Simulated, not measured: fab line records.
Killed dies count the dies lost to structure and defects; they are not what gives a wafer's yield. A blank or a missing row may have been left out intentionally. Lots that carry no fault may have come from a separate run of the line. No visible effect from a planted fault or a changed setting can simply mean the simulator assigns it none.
fab line records	flow n5-finfet
record lots=5	wafers=15	last-day=21
route steps=1938 shown FIN_CUT@157 BEOL_M4@1111 PASSIVATION@1936
lots with no fault: from the same line, run without faults
start-h: hours from the record's first day to the start of the lot's first wafer shown	wait-h: hours elapsed since this lot's preceding step	" same as the row above	L1.1+2: a single row standing in for several wafers	- value missing, or start not given	* or withheld: withheld	< > ~ a bound
route shown NAME@n: a module of which the file shows steps, and the number in the route of the first	usual: mean/standard deviation taken from wafers without a fault	same: alike in all rows	chamber/n: place in a boat	sites: per-site readings	_std_site: standard deviation of those values	_edge_site: the outer-site mean with the inner-site mean subtracted	radius-mm: for every site, how far away it sits from the centre of the wafer	mask NAME#n: copy n	behind: tool/chamber where the wafer was last shaped	hold: reason for holding the lot/hours on hold/outcome of the hold	device: the transistor (n, p or np) that didn't switch	end of line: the tests these same wafers got at the end of their route	a step without rows: its recipe alone	killed: the dies lost at the first sort to structure and to defects; this is not the yield of the wafer	map: per-die view of a wafer (x killed, . not killed, _ where there is no die)
set.NAME: the setting that was run; set.NAME@STEP: the one run at that earlier step	model.NAME: the simulator's own value behind a step, which no gauge read
certain route steps with their lots: each step a table, each wafer a row
services: from which hour (start-h, from the record's first day; less than 0 if before it) a tool's chamber was out of use, for how many hours, and why
## steps
# step N5_FIN_CUT_COAT_02
# recipe resist=CAR-EUV	spin-rpm=1500	resist-thk-nm=30
# step N5_FIN_CUT_EBR_04
# recipe solvent=PGMEA	ebr-width-mm=1.5
# step N5_FIN_CUT_SOFTBAKE_03
# recipe temp-c=110	time-s=60	resist=CAR-EUV
# step N5_FIN_CUT_EXPOSE_05
# recipe mask-id=FIN_CUT	na=0.33	source-shape=annular	sigma-inner=0.35	sigma-outer=0.8	polarization=unpolarized	dose-mj=45.75
# step N5_FIN_CUT_PEB_06
# recipe peb-temp-c=100	peb-time-s=60	resist=CAR-EUV
# step N5_FIN_CUT_DEVELOP_07
# recipe develop-time-s=30	developer=TMAH	resist=CAR-EUV	rinse-liquid=surfactant-rinse	dry=air-spin	dev-temp-c=23
# step N5_FIN_CUT_DESCUM_13
# recipe chemistry=O2	time-s=7	source-power-w=50	bias-power-w=20	pressure-mtorr=20	rf-frequency-hz=2.712e+07	temp-c=40	resist=CAR-EUV	o2-flow-sccm=225
# step N5_FIN_CUT_ETCH_30
# recipe chemistry=N2/H2	target=underlayer	target-depth-a=130	mask-material=CAR-EUV	time-s=10.4	ion-energy-ev=200	pressure-mtorr=30	source-w=840	bias-w=150	n2-flow-sccm=200	h2-flow-sccm=200	ends=cleared
# step N5_FIN_CUT_ETCH_20
# recipe chemistry=CF4	target=SiARC	target-depth-a=260	mask-material=CAR-EUV	time-s=43.3	ion-energy-ev=80	pressure-mtorr=40	source-w=545	bias-w=36	Ar_flow_sccm=100	cf4-flow-sccm=100	ends=cleared
# step N5_FIN_CUT_ETCH_21
# recipe chemistry=N2/H2	target=SOC	target-depth-a=2190	overetch-a=438	mask-material=SiARC	temp-c=40	ion-energy-ev=100	bias-w=61	time-s=523.5	pressure-mtorr=30	source-w=850	n2-flow-sccm=200	h2-flow-sccm=200
# usual bias-w=60.98/0.18	chamber-pressure-mTorr=30.001/0.03	drypump-motor-current-A=5.7/0.37	oes-product-au=0.70/0.058	rf-fwd-power-W=848.9/2.6	rf-vpp-V=240.5/1.5	showerhead-plenum-p-Torr=2.52/0.093	throttle-valve-pct=17.8/0.32
lot.wafer	tool	chamber	start-h	wait-h	bias-w	chamber-pressure-mTorr	drypump-motor-current-A	oes-product-au	rf-fwd-power-W	rf-hours-counter-h	rf-vpp-V	showerhead-plenum-p-Torr	throttle-valve-pct	model.underlayer_of_FIN_CUT_COAT_29.thk-nm	model.SiARC_of_FIN_CUT_COAT_19.thk-nm
L784.3	rie-diel-02	2	82.82	0.0	60.73	29.980	5.8	0.68	848.4	158	239.8	2.45	18.1	0	12
L784.4	"	2	"	"	60.74	29.981	5.8	0.67	848.7	-	238.3	2.45	18.1	0	12
L784.6	"	3	"	"	61.03	29.976	5.4	0.85	847.4	-	242.4	2.71	17.4	0	11.8
L789.2	rie-diel-03	3	110.91	0.0	-	-	-	-	-	-	-	-	-	9.2	20
L789.3	"	2	"	"	-	-	-	-	-	-	-	-	-	9.2	20
L789.4	"	0	"	"	-	-	-	-	-	-	-	-	-	9.2	20
L790.3	rie-diel-06	0	118.39	0.0	-	-	-	-	-	-	-	-	-	9.2	20
L790.4	"	2	"	"	-	-	-	-	-	-	-	-	-	9.2	20
L790.6	"	0	"	"	-	-	-	-	-	-	-	-	-	9.2	20
L791.1	rie-diel-02	0	123.65	0.0	-	-	-	-	-	-	-	-	-	9.2	20
L791.4	"	1	"	"	-	-	-	-	-	-	-	-	-	9.2	20
L791.5	"	1	"	"	-	-	-	-	-	-	-	-	-	9.2	20
L798.1	rie-diel-02	3	165.56	0.0	60.99	30.005	5.4	0.81	847.8	29	242.1	2.70	17.4	0	11.8
L798.4	"	0	"	"	61.09	30.009	5.8	0.76	851.6	62	239.6	2.45	17.6	0	11.4
L798.5	"	1	"	"	61.09	29.996	4.8	0.70	850.3	-	241.7	2.54	18.0	0	11.4
# step N5_FIN_CUT_STRIP_23
# recipe chemistry=N2/H2	temp-c=40	n2-flow-sccm=200	h2-flow-sccm=200	rf-frequency-hz=6e+07
# step N5_FIN_CUT_STRIP_31
# recipe chemistry=N2/H2	temp-c=40	n2-flow-sccm=200	h2-flow-sccm=200	rf-frequency-hz=6e+07
# step N5_FIN_CUT_STRIP_24
# recipe chemistry=CF4	resist=SiARC	power-w=300	bias-power-w=75	pressure-mtorr=50	cf4-flow-sccm=150	rf-frequency-hz=6e+07
# step N5_FIN_CUT_CUT_ETCH_26
# recipe chemistry=CH3F/O2	target=SiNx	target-depth-a=390	mask-material=SOC	time-s=55.7	pressure-mtorr=30	source-w=395	bias-w=73	Ar_flow_sccm=150	CH3F_flow_sccm=30	O2_flow_sccm=20	ion-energy-ev=120
# step N5_FIN_CUT_CUT_ETCH_27
# recipe chemistry=CHF3/O2	target=SiO2	target-depth-a=40	mask-material=SOC	overetch-a=20	time-s=4.9	pressure-mtorr=30	source-w=650	bias-w=170	Ar_flow_sccm=200	CHF3_flow_sccm=50	O2_flow_sccm=5	ion-energy-ev=200
# usual CHF3_flow_sccm=49.99/0.15	O2_flow_sccm=5.001/0.017	drypump-motor-current-A=5.7/0.37	oes-product-au=0.60/0.05	rf-fwd-power-W=644.3/2.2	rf-vpp-V=524/13	showerhead-plenum-p-Torr=2.41/0.085	throttle-valve-pct=18.9/0.35
lot.wafer	tool	chamber	start-h	wait-h	CHF3_flow_sccm	O2_flow_sccm	drypump-motor-current-A	oes-product-au	rf-fwd-power-W	rf-hours-counter-h	rf-vpp-V	showerhead-plenum-p-Torr	throttle-valve-pct
L784.3	rie-diel-02	2	83.21	0.0	49.84	4.972	5.8	0.58	644.6	158	544	2.32	19.1
L784.4	"	2	"	"	50.00	4.965	5.8	0.58	643.2	-	543	2.32	19.2
L784.6	"	3	"	"	49.63	5.016	5.4	0.73	643.6	-	525	2.56	18.4
L789.2	rie-diel-03	3	111.30	0.0	50.09	4.953	6.5	0.30	645.2	108	528	2.46	18.8
L789.3	"	2	"	"	50.01	4.998	6.0	0.28	643.9	169	522	2.29	18.4
L789.4	"	0	"	"	49.89	5.010	5.2	0.25	647.8	222	490	2.38	19.1
L790.3	rie-diel-06	0	118.78	0.0	50.05	5.014	5.7	0.26	646.5	242	536	2.38	18.8
L790.4	"	2	"	"	50.07	5.027	5.8	0.29	641.4	145	521	2.52	18.4
L790.6	"	0	"	"	50.28	5.006	5.7	0.27	643.5	-	538	2.38	18.8
L791.1	rie-diel-02	0	124.04	0.0	49.98	4.999	5.8	0.32	650.7	50	517	2.39	18.9
L791.4	"	1	"	"	50.03	4.987	4.8	0.30	644.8	134	514	2.45	19.1
L791.5	"	1	"	"	49.82	4.974	4.9	0.30	646.3	-	513	2.45	19.1
L798.1	rie-diel-02	3	165.95	0.0	50.05	4.998	5.4	0.69	643.6	29	525	2.55	18.4
L798.4	"	0	"	"	49.83	4.998	5.8	0.66	647.3	62	518	2.38	19.0
L798.5	"	1	"	"	50.11	5.002	4.8	0.60	644.1	-	513	2.45	19.2
# step N5_FIN_CUT_PRECLEAN_35
# recipe time-s=13.3	temp-c=45	pressure-torr=125	p-hf-torr=3	p-coreactant-torr=25	chemistry=vHF
# step N5_BEOL_M4_RC_MEAS_101
# usual DIBL_N=37.7/2	DIBL_P=37.7/2.3	IOFF_N=0.18/0.039	IOFF_P=0.23/0.042	ION_N=681/12	ION_P=463/8	SS_N=71.9/0.68	SS_P=73.6/0.71	VT_N=248/3.2	VT_P=-249/3.1
lot.wafer	tool	chamber	start-h	wait-h	DIBL_N[mV/V]	DIBL_P[mV/V]	IOFF_N[nA/um]	IOFF_P[nA/um]	ION_N[uA/um]	ION_P[uA/um]	SS_N[mV/dec]	SS_P[mV/dec]	VT_N[mV]	VT_P[mV]
L784.3	prober-01	0	310.26	0.3	40.5	41.4	0.24	0.33	702	483	72.5	74.7	245	-243
L784.4	"	0	"	"	37.3	37.3	0.18	0.25	683	469	71.3	73.2	246	-245
L784.6	"	0	"	"	38.5	38.3	0.19	0.26	669	464	71.7	73.8	250	-248
L798.1	prober-02	0	402.27	0.0	38.4	37.0	0.23	0.25	706	471	72.1	73.2	241	-246
L798.4	"	0	"	"	37.0	34.9	0.16	0.21	663	455	71.9	72.4	251	-247
L798.5	"	0	"	"	38.9	39.3	0.24	0.29	705	475	72.5	75.0	241	-245
# step N5_PASSIVATION_PROBE_49
# usual defect-limited-yield=91.1/1.4	killed_at_M0_to_M3=34/9.6	killed_at_M4_up=15/5.3	killed-at-contacts=12/6.1	killed-at-front-end=40/11	killed-at-other=3.5/2.8	killed-dies=105/17	killed-on-rim=14/4.3	killed-open=70/12	killed-short=34/7.7	sort_bin_5_function=5.2/0.97	sort_bin_6_memory=3.4/0.62	sort-n-pass=1075/17	sort-yield-pct=91.1/1.4
# same gross-dies=1180	killed-at-back-side=0	sort_bin_4_leakage[%]=0	sort_bin_8_speed[%]=0
lot.wafer	tool	chamber	start-h	wait-h	defect-limited-yield[%]	killed_at_M0_to_M3	killed_at_M4_up	killed-at-contacts	killed-at-front-end	killed-at-other	killed-dies	killed-on-rim	killed-open	killed-short	sort_bin_5_function[%]	sort_bin_6_memory[%]	sort-n-pass	sort-yield-pct[%]
L784.3	prober-02	-	408.24	0.2	90.8	44	11	15	33	6	109	20	70	38	5.9	3.0	1071	90.8
L784.4	prober-02	-	408.29	0.3	90.1	41	16	15	37	8	117	22	78	37	6.9	2.5	1063	90.1
L784.6	prober-02	-	408.39	0.4	91.1	16	9	25	52	3	105	13	72	22	4.7	3.1	1075	91.1
L790.3	prober-01	-	450.49	0.1	0	26	4	6	1142	2	1180	152	47	21	97.7	2.0	0	0
L790.4	prober-01	-	450.54	0.2	0	22	13	7	1132	6	1180	152	65	31	96.4	3.5	0	0
L790.6	prober-01	-	450.64	0.3	0	42	9	17	1111	1	1180	152	70	27	96.2	3.7	0	0
L791.1	prober-01	-	456.93	0.0	0	29	15	6	1129	1	1180	152	45	21	97.7	2.2	0	0
L791.4	prober-01	-	457.08	0.2	0	28	15	16	1117	4	1180	152	73	24	96.7	3.2	0	0
L791.5	prober-01	-	457.13	0.2	0	25	15	8	1130	2	1180	152	64	35	97.0	2.5	0	0
L789.2	prober-02	-	462.19	0.1	0	21	31	3	1124	1	1180	152	69	25	96.5	3.4	0	0
L789.3	prober-02	-	462.24	0.1	0	37	21	9	1112	1	1180	152	89	28	96.5	3.3	0	0
L789.4	prober-02	-	462.29	0.2	0	42	20	8	1102	8	1180	152	72	46	96.4	3.4	0	0
# killed by level:class
L784.3 BEOL_M0_SAQP:geometric-particle:short=11 MOL_CONTACT_COAG:geometric-particle:open=10 BEOL_M1:geometric-particle:open=9 BEOL_M2:geometric-particle:open=9 STI_FIN_REVEAL:geometric-particle:open=8 BEOL_M0_SAQP:geometric-particle:open=8 GATE_CUT:geometric-particle:short=5 MOL_CONTACT_COAG:geometric-particle:short=5
L784.4 MOL_CONTACT_COAG:geometric-particle:open=10 BEOL_M0_SAQP:geometric-particle:open=9 BEOL_M2:geometric-particle:open=9 DUMMY_GATE:geometric-particle:open=8 BEOL_M1:geometric-particle:open=8 FIN_SAQP:geometric-particle:open=6 BEOL_M0_SAQP:geometric-particle:short=6 BEOL_M2:geometric-particle:short=6
L784.6 MOL_CONTACT_COAG:geometric-particle:open=19 STI_FIN_REVEAL:geometric-particle:open=14 FIN_SAQP:geometric-particle:open=9 HKMG_FIN:area-etch=9 BEOL_M0_SAQP:geometric-particle:open=7 MOL_CONTACT_COAG:geometric-particle:short=6 STARTING-WAFER:geometric-particle:short=4 BEOL_M2:geometric-particle:open=4
L790.3 FIN_CUT:area-etch=1110 BEOL_M2:geometric-particle:open=7 FIN_SAQP:geometric-particle:short=7 DUMMY_GATE:geometric-particle:open=5 MOL_CONTACT_COAG:geometric-particle:open=5 STARTING-WAFER:geometric-particle:open=5 FIN_SAQP:geometric-particle:open=4 STI_FIN_REVEAL:geometric-particle:open=4
L790.4 FIN_CUT:area-etch=1083 FIN_SAQP:geometric-particle:short=15 FIN_SAQP:geometric-particle:open=12 STI_FIN_REVEAL:geometric-particle:open=10 BEOL_M2:geometric-particle:open=8 BEOL_M4:geometric-particle:open=8 MOL_CONTACT_COAG:geometric-particle:open=6 BEOL_M1:geometric-particle:open=5
L790.6 FIN_CUT:area-etch=1078 MOL_CONTACT_COAG:geometric-particle:open=16 BEOL_M1:geometric-particle:open=10 BEOL_M0_SAQP:geometric-particle:short=8 BEOL_M2:geometric-particle:open=8 FIN_SAQP:geometric-particle:open=7 BEOL_M3:geometric-particle:open=7 FIN_SAQP:geometric-particle:short=6
L791.1 FIN_CUT:area-etch=1114 BEOL_M2:geometric-particle:open=10 BEOL_M0_SAQP:geometric-particle:short=8 BEOL_M0_SAQP:geometric-particle:open=6 MOL_CONTACT_COAG:geometric-particle:open=5 BEOL_M4:geometric-particle:open=4 DUMMY_GATE:geometric-particle:open=3 BEOL_M5:geometric-particle:open=3
L791.4 FIN_CUT:area-etch=1083 MOL_CONTACT_COAG:geometric-particle:open=13 STI_FIN_REVEAL:geometric-particle:open=8 DUMMY_GATE:geometric-particle:open=8 BEOL_M2:geometric-particle:open=8 BEOL_M0_SAQP:geometric-particle:short=7 BEOL_M3:geometric-particle:open=6 BEOL_M6:geometric-particle:open=6
L791.5 FIN_CUT:area-etch=1080 STI_FIN_REVEAL:geometric-particle:open=12 DUMMY_GATE:geometric-particle:open=12 BEOL_M4:geometric-particle:open=8 FIN_SAQP:geometric-particle:short=7 MOL_CONTACT_COAG:geometric-particle:open=6 BEOL_M0_SAQP:geometric-particle:short=6 BEOL_M0_SAQP:geometric-particle:open=5
L789.2 FIN_CUT:area-etch=1086 BEOL_M4:geometric-particle:open=16 STI_FIN_REVEAL:geometric-particle:open=12 BEOL_M3:geometric-particle:open=12 FIN_SAQP:geometric-particle:short=8 FIN_SAQP:geometric-particle:open=6 BEOL_M4:geometric-particle:short=4 DUMMY_GATE:geometric-particle:open=3
L789.3 FIN_CUT:area-etch=1062 STI_FIN_REVEAL:geometric-particle:open=28 BEOL_M0_SAQP:geometric-particle:open=9 BEOL_M3:geometric-particle:open=9 MOL_CONTACT_COAG:geometric-particle:open=8 BEOL_M1:geometric-particle:open=7 BEOL_M0_SAQP:geometric-particle:short=6 BEOL_M7:geometric-particle:short=5
L789.4 FIN_CUT:area-etch=1062 STI_FIN_REVEAL:geometric-particle:open=19 BEOL_M3:geometric-particle:open=13 BEOL_M4:geometric-particle:open=12 BEOL_M2:geometric-particle:short=9 MOL_CONTACT_COAG:geometric-particle:open=7 FIN_SAQP:geometric-particle:short=6 BEOL_M1:geometric-particle:short=6
# map L789.2 (x killed, . not)
_________________xxxxxxxxxxxx________________
______________xxxxxxxxxxxxxxxxxx_____________
___________xxxxxxxxxxxxxxxxxxxxxxxx__________
__________xxxxxxxxxxxxxxxxxxxxxxxxxx_________
________xxxxxxxxxxxxxxxxxxxxxxxxxxxxxx_______
_______xxxxxxxxxxxxxxxxxxxxxxxxxxxxxxxx______
______xxxxxxxxxxxxxxxxxxxxxxxxxxxxxxxxxx_____
_____xxxxxxxxxxxxxxxxxxxxxxxxxxxxxxxxxxxx____
____xxxxxxxxxxxxxxxxxxxxxxxxxxxxxxxxxxxxxx___
___xxxxxxxxxxxxxxxxxxxxxxxxxxxxxxxxxxxxxxxx__
___xxxxxxxxxxxxxxxxxxxxxxxxxxxxxxxxxxxxxxxx__
__xxxxxxxxxxxxxxxxxxxxxxxxxxxxxxxxxxxxxxxxxx_
__xxxxxxxxxxxxxxxxxxxxxxxxxxxxxxxxxxxxxxxxxx_
_xxxxxxxxxxxxxxxxxxxxxxxxxxxxxxxxxxxxxxxxxxxx
_xxxxxxxxxxxxxxxxxxxxxxxxxxxxxxxxxxxxxxxxxxxx
_xxxxxxxxxxxxxxxxxxxxxxxxxxxxxxxxxxxxxxxxxxxx
_xxxxxxxxxxxxxxxxxxxxxxxxxxxxxxxxxxxxxxxxxxxx
_xxxxxxxxxxxxxxxxxxxxxxxxxxxxxxxxxxxxxxxxxxxx
_xxxxxxxxxxxxxxxxxxxxxxxxxxxxxxxxxxxxxxxxxxxx
_xxxxxxxxxxxxxxxxxxxxxxxxxxxxxxxxxxxxxxxxxxxx
_xxxxxxxxxxxxxxxxxxxxxxxxxxxxxxxxxxxxxxxxxxxx
__xxxxxxxxxxxxxxxxxxxxxxxxxxxxxxxxxxxxxxxxxx_
__xxxxxxxxxxxxxxxxxxxxxxxxxxxxxxxxxxxxxxxxxx_
___xxxxxxxxxxxxxxxxxxxxxxxxxxxxxxxxxxxxxxxx__
___xxxxxxxxxxxxxxxxxxxxxxxxxxxxxxxxxxxxxxxx__
____xxxxxxxxxxxxxxxxxxxxxxxxxxxxxxxxxxxxxx___
_____xxxxxxxxxxxxxxxxxxxxxxxxxxxxxxxxxxxx____
______xxxxxxxxxxxxxxxxxxxxxxxxxxxxxxxxxx_____
_______xxxxxxxxxxxxxxxxxxxxxxxxxxxxxxxx______
________xxxxxxxxxxxxxxxxxxxxxxxxxxxxxx_______
__________xxxxxxxxxxxxxxxxxxxxxxxxxx_________
___________xxxxxxxxxxxxxxxxxxxxxxxx__________
______________xxxxxxxxxxxxxxxxxx_____________
_________________xxxxxxxxxxxx________________
# map L790.3 (x killed, . not)
_________________xxxxxxxxxxxx________________
______________xxxxxxxxxxxxxxxxxx_____________
___________xxxxxxxxxxxxxxxxxxxxxxxx__________
__________xxxxxxxxxxxxxxxxxxxxxxxxxx_________
________xxxxxxxxxxxxxxxxxxxxxxxxxxxxxx_______
_______xxxxxxxxxxxxxxxxxxxxxxxxxxxxxxxx______
______xxxxxxxxxxxxxxxxxxxxxxxxxxxxxxxxxx_____
_____xxxxxxxxxxxxxxxxxxxxxxxxxxxxxxxxxxxx____
____xxxxxxxxxxxxxxxxxxxxxxxxxxxxxxxxxxxxxx___
___xxxxxxxxxxxxxxxxxxxxxxxxxxxxxxxxxxxxxxxx__
___xxxxxxxxxxxxxxxxxxxxxxxxxxxxxxxxxxxxxxxx__
__xxxxxxxxxxxxxxxxxxxxxxxxxxxxxxxxxxxxxxxxxx_
__xxxxxxxxxxxxxxxxxxxxxxxxxxxxxxxxxxxxxxxxxx_
_xxxxxxxxxxxxxxxxxxxxxxxxxxxxxxxxxxxxxxxxxxxx
_xxxxxxxxxxxxxxxxxxxxxxxxxxxxxxxxxxxxxxxxxxxx
_xxxxxxxxxxxxxxxxxxxxxxxxxxxxxxxxxxxxxxxxxxxx
_xxxxxxxxxxxxxxxxxxxxxxxxxxxxxxxxxxxxxxxxxxxx
_xxxxxxxxxxxxxxxxxxxxxxxxxxxxxxxxxxxxxxxxxxxx
_xxxxxxxxxxxxxxxxxxxxxxxxxxxxxxxxxxxxxxxxxxxx
_xxxxxxxxxxxxxxxxxxxxxxxxxxxxxxxxxxxxxxxxxxxx
_xxxxxxxxxxxxxxxxxxxxxxxxxxxxxxxxxxxxxxxxxxxx
__xxxxxxxxxxxxxxxxxxxxxxxxxxxxxxxxxxxxxxxxxx_
__xxxxxxxxxxxxxxxxxxxxxxxxxxxxxxxxxxxxxxxxxx_
___xxxxxxxxxxxxxxxxxxxxxxxxxxxxxxxxxxxxxxxx__
___xxxxxxxxxxxxxxxxxxxxxxxxxxxxxxxxxxxxxxxx__
____xxxxxxxxxxxxxxxxxxxxxxxxxxxxxxxxxxxxxx___
_____xxxxxxxxxxxxxxxxxxxxxxxxxxxxxxxxxxxx____
______xxxxxxxxxxxxxxxxxxxxxxxxxxxxxxxxxx_____
_______xxxxxxxxxxxxxxxxxxxxxxxxxxxxxxxx______
________xxxxxxxxxxxxxxxxxxxxxxxxxxxxxx_______
__________xxxxxxxxxxxxxxxxxxxxxxxxxx_________
___________xxxxxxxxxxxxxxxxxxxxxxxx__________
______________xxxxxxxxxxxxxxxxxx_____________
_________________xxxxxxxxxxxx________________
## services
tool	chamber	start-h	hours	kind
rie-diel-02	1	82.56	4.2	repair
rie-diel-06	-	82.88	0.7	repair
rie-diel-03	2	118.77	6.3	repair
rie-diel-06	0	152.53	-	clean
rie-diel-06	0	152.53	-	consumable-replace:focus-ring
rie-diel-06	0	152.53	21.1	scheduled-down
rie-diel-06	0	152.53	21.1	vent-cycle
## key
first-sign step=N5_FIN_CUT_ETCH_21	reading=tool-record	direction=missing
effect step=N5_FIN_CUT_CUT_ETCH_27	reading=oes-product-au	direction=down	sigmas=6.3	usual=0.60	struck=0.28
effect step=N5_PASSIVATION_PROBE_49	reading=killed-at-front-end	direction=up	sigmas=99+	usual=40	struck=1122
model-effect step=N5_FIN_CUT_ETCH_21	value=underlayer_of_FIN_CUT_COAT_29.thk-nm	without=0	struck=9.2
more-kills-born-at N5_FIN_CUT_ETCH_21@rie-diel-02=3277	N5_FIN_CUT_ETCH_21@rie-diel-06=3271	N5_FIN_CUT_ETCH_21@rie-diel-03=3210
met-at N5_FIN_CUT_ETCH_21
struck-wafers L789.2,L789.3,L789.4,L790.3,L790.4,L790.6,L791.1,L791.4,L791.5
later-rows-left-out L789.2,L789.3,L789.4,L790.3,L790.4,L790.6,L791.1,L791.4,L791.5
onset-between 82.82 110.91
fault kind=skipped-step-whole	tool=rie-diel-02,rie-diel-03,rie-diel-06	chamber=-	onset-h=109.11	steps=N5_FIN_CUT_ETCH_21	scope=struck-lots-only
# later-rows-left-out: the simulator's readings of these wafers behind a module that went badly wrong aren't trusted and aren't shown, but for the sort
